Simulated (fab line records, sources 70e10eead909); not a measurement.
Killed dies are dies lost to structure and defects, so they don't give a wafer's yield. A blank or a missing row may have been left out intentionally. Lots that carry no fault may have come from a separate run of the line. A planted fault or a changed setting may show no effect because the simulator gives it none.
Which of the tools did it? | flow nand harc | Sampling: 6 lots, 18 wafers, 5 of 1302 route steps

## WHAT EACH GAUGE READ, for each wafer
NHARC_END_SORT_01.
lot  | measured     | on        | defect limited yield (%)
L976 | day 27 08:31 | prober-02 | 96 96 96
L984 | day 30 17:50 | prober-02 | 96 95 96
L983 | day 31 14:07 | prober-02 | 84 85 85

## WHAT TOOL EACH LOT RAN ON (gives the tool, then ch and the chambers of the sampled wafers, and finally the start)
lot  | NHARC_A_M0_STRIP_19                 | NHARC_A_M0_PRE_CLEAN_29                 | NHARC_A_M0_PVD_20                       | NHARC_A_M0_PVD_21
L977 | wet bench-01 ch 0,6,7, day 25 07:05 | pvd sputter-03, no start                | pvd sputter-03, no start                | pvd sputter-03, no start
L976 | wet bench-06 ch 2,5,6, day 25 15:18 | pvd sputter-02, day 27 08:31 or earlier | pvd sputter-02, day 27 08:31 or earlier | pvd sputter-02, day 27 08:31 or earlier
L980 | wet bench-06 ch 5,6,7, day 26 20:05 | pvd sputter-02, no start                | pvd sputter-02, no start                | pvd sputter-02, no start
L984 | wet bench-07 ch 0,2,7, day 28 20:02 | pvd sputter-01, day 30 17:50 or earlier | pvd sputter-01, day 30 17:50 or earlier | pvd sputter-01, day 30 17:50 or earlier
L983 | wet bench-07 ch 3,4,7, day 29 02:28 | pvd sputter-01, day 31 14:07 or earlier | pvd sputter-01, day 31 14:07 or earlier | pvd sputter-01, day 31 14:07 or earlier
L993 | wet bench-07 ch 2,6,7, day 32 22:07 | pvd sputter-03, no start                | pvd sputter-03, no start                | pvd sputter-03, no start
- NHARC_A_M0_STRIP_19: strips in post etch residue remover, time 600 s.
- NHARC_A_M0_PRE_CLEAN_29: time 30 s.
- NHARC_A_M0_PVD_20: deposits TaN, target thk 5 nm, time 8.06 s.
- NHARC_A_M0_PVD_21: deposits Cu, target thk 30 nm, time 20.49 s.

## THE ANSWER, worked out from the rows above alone
Rule: the lots themselves supply what counts as usual. Put in order of their means at a reading, lots are off if they are a third of the lots or fewer, leave a main group of 4 or more, and stand apart from it by a gap of 3 or more times the standard deviation of the main group's means; of several such gaps the widest counts. The tables above print the reading to a certain number of digits; a main group whose means all agree to those digits is not used. A lot without any number at a reading at which 4 lots or more have one is off too. All remaining lots with rows at the step are treated as sound.
Nothing can be told from this: no lot is off at any reading shown.

## WHAT HAD BEEN PUT IN BY THE SIMULATOR
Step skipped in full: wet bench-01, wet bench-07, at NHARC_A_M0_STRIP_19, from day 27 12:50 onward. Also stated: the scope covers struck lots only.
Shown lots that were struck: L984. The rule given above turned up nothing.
